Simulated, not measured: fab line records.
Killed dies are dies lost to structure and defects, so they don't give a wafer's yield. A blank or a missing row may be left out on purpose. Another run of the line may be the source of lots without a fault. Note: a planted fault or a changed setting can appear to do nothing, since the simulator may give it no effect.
Comparing a struck lot with a sound one	flow nandHarc	15 steps out of a route of 1302
Sound: these wafers, L331.1, L331.3, L331.6. Struck: wafers L320.4, L320.6 (left out: L320.3, a lot-mate that was not struck); the cause follows at the end.
At each step with rows: each side's tool, then ch and its chambers, then its first start. Under that, the readings that differ: sound wafers	struck wafers	difference of the means	sigmas: that difference in standard deviations of wafers without a fault.
alike: a reading whose means differ by less than 2 such deviations, as well as words and numbers matching on both sides. not compared: withheld readings; readings where some wafer has no value; bounds like >300 that might hide an equal value; numbers whose values overlap and for which the record gives no deviation.
A row with sigmas, a row that says differs or no value, or rows on one side alone: a step with any of these is where the two part. Numbers that have no deviation but don't overlap get no sigmas and don't part them. A reading missing from all wafers of one side parts the sides only when that side holds two or more wafers.

first, 8 steps without rows for these wafers: NHARC_A_M0_HMDS_02 (time 30 s); NHARC_A_M0_COAT_33 (time 65 s); NHARC_A_M0_COAT_03 (resist thk 90 nm); NHARC_A_M0_SOFTBAKE_04 (time 55 s); NHARC_A_M0_EBR_05; NHARC_A_M0_EXPOSE_06 (exposes mask A M0, target cd 80 nm); NHARC_A_M0_PEB_07 (peb time 65 s); NHARC_A_M0_DEVELOP_08 (develop time 35 s).
NHARC_A_M0_CD_MEAS_09: target cd 80 nm.
  sound on cdSem-01 ch 0, day 30 15:17; struck on cdSem-03 ch 0, day 26 05:27
  alike: cdNm
NHARC_A_M0_OVL_MEAS_10: pitch 160 nm.
  struck on overlay-01, day 26 05:32; sound on overlay-01, day 30 15:22
  alike: overlayXNm, overlayYNm
NHARC_A_M0_INSPECT_11:
  struck on defectInspect-01, day 26 05:34; sound on defectInspect-02, day 30 15:24
  alike: rawDefectCount
NHARC_A_M0_DESCUM_14: chemistry O2, time 3 s.
  sound on rieDiel-01 ch 1,2,3, day 30 15:28; struck on rieDiel-08 ch 1,3, day 26 05:39
  alike: chamberPressureMTorr, drypumpMotorCurrentA, oesProductAu, rfVppV, showerheadPlenumPTorr, throttleValvePct
  not compared: rfHoursCounterH
NHARC_A_M0_ETCH_34: etches the open film in N2/H2, target depth 40 nm, overetch 12 nm, time 43.94 s.
  sound on rieDiel-01 ch 1,2, day 30 15:33; struck on rieDiel-08 ch 0, day 26 05:43
reading	sound	struck	difference	sigmas
runLengthS (s)	65.5 64.7 64.7	52.1 52.3	-12.8	-33
  alike: chamberPressureMTorr, drypumpMotorCurrentA, h2FlowSccm, oesProductAu, rfVppV, showerheadPlenumPTorr, throttleValvePct
  not compared: rfHoursCounterH
NHARC_A_M0_ETCH_15: etches the open film in C4F8/Ar, target depth 150 nm, overetch 15 nm, time 82.5 s.
  sound: rieDiel-01 ch 1,2,3; struck: rieDiel-08 ch 1,3
reading	sound	struck	difference	sigmas
runLengthS (s)	103.6 103.5 103.2	104.2 104.2	+0.8	+2
  alike: chamberPressureMTorr, oesProductAu, rfVppV
  not compared: rfHoursCounterH
NHARC_END_SORT_01:
  sound on prober-01 ch 0, day 32 10:38; struck on prober-01 ch 0, day 28 01:38
  alike: defectLimitedYield, killedAtArray, killedAtOther, killedAtPeriphery, killedDies, killedOpen, killedShort, sort_bin_2_pct, sort_bin_3_pct, sort_bin_4_pct, sortNPass, sortRimYieldPct, sortYieldPct

WHERE THEY PART
First at NHARC_A_M0_ETCH_34; last, within this record, at NHARC_A_M0_ETCH_15. Later steps at which nothing parts them and some readings are alike: NHARC_END_SORT_01.

WHY: whatever the simulator had introduced
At NHARC_A_M0_ETCH_34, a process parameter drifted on rieDiel-08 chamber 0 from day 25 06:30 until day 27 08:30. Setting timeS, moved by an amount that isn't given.
